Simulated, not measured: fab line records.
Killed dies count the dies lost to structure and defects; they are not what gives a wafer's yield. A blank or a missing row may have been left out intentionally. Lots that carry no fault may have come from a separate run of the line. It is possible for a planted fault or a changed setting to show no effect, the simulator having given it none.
2 desks, one fault -- flow nand-harc -- only its own numbers are on each desk; what lay behind them is given at the end

## FROM THE METROLOGY DESK
Means of the sampled wafers that have a number, per lot and without regard to the tool the lot ran on: this is what the gauges read. A lot is out of limits, marked OUT, if its mean lies more than 4 standard deviations from the usual mean; the brackets give that distance.
Columns: A = thk-nm at NHARC_P_M0_THK_MEAS_24, usual 117.2 nm; B = overlay-x-nm at NHARC_P_M1_OVL_MEAS_10, usual 0.6 nm; C = overlay-y-nm at NHARC_P_M1_OVL_MEAS_10, usual 0.0 nm
lot,first seen here,A,B,C
L112,day 5 21:11,117.2,0.2,-0.4
L114,day 6 12:00,115.6,0.3,0.5
L116,day 6 19:04,116.9,-0.1,-1.2
L118,day 7 10:52,118.8,0.7,-0.2
L117,day 7 11:16,117.4,1.6,1.6
L123,day 9 03:17,116.0,-0.0,-0.5
L127,day 9 13:52,117.0,-0.2,-0.1
L128,day 10 05:53,117.5,1.8,1.1
L130,day 10 09:50,116.2,0.7,-0.2
L129,day 10 10:25,116.2,-0.4,-0.5
L132,day 10 20:57,115.6,0.5,0.4
L133,day 10 23:51,117.2,0.1,-0.0
L135,day 11 14:48,118.9,-0.0,0.8
This desk found nothing out of limits on any of the 13 lots.

## THE TOOL OWNER'S DESK: litho-track-04
At NHARC_P_M1_SOFTBAKE_04 (time 55 s), the tool's own readings, given per lot that ran on this tool as the mean of the sampled wafers with a number. A lot is out of limits, marked OUT, if its mean lies more than 4 standard deviations from the usual mean; the brackets give that distance.
Columns: A = heater-power-total-W at NHARC_P_M1_SOFTBAKE_04, usual 188.46 W; B = plate-temp-C at NHARC_P_M1_SOFTBAKE_04, usual 105.01 C
lot,first seen here,A,B
L117,day 7 12:00,188.48,104.90
L123,day 9 04:00,201.44 (+87) OUT,110.07 (+34) OUT
L128,day 10 06:00,201.10 (+84) OUT,110.16 (+34) OUT
This desk's verdict: out of limits on L123, L128, starting with L123 at day 9 04:00 (heater-power-total-W at NHARC_P_M1_SOFTBAKE_04). In limits: L117.

## BROUGHT TOGETHER
On L123, L128, at day 9 04:00, an alarm was possible from the tool owner's desk.
Nothing out of limits was seen by the metrology desk.
The metrology desk has L123, L128 on record, within its limits.
Of the lots named, all ran NHARC_P_M1_SOFTBAKE_04 on litho-track-04.

## WHAT WAS PUT IN BY THE SIMULATOR
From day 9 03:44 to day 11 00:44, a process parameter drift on litho-track-04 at NHARC_P_M1_SOFTBAKE_04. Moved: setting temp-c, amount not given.
Shown lots that were struck: L123, L128.
Hours from the fault's start to each desk's first reading out of limits: the tool owner's desk, 0.
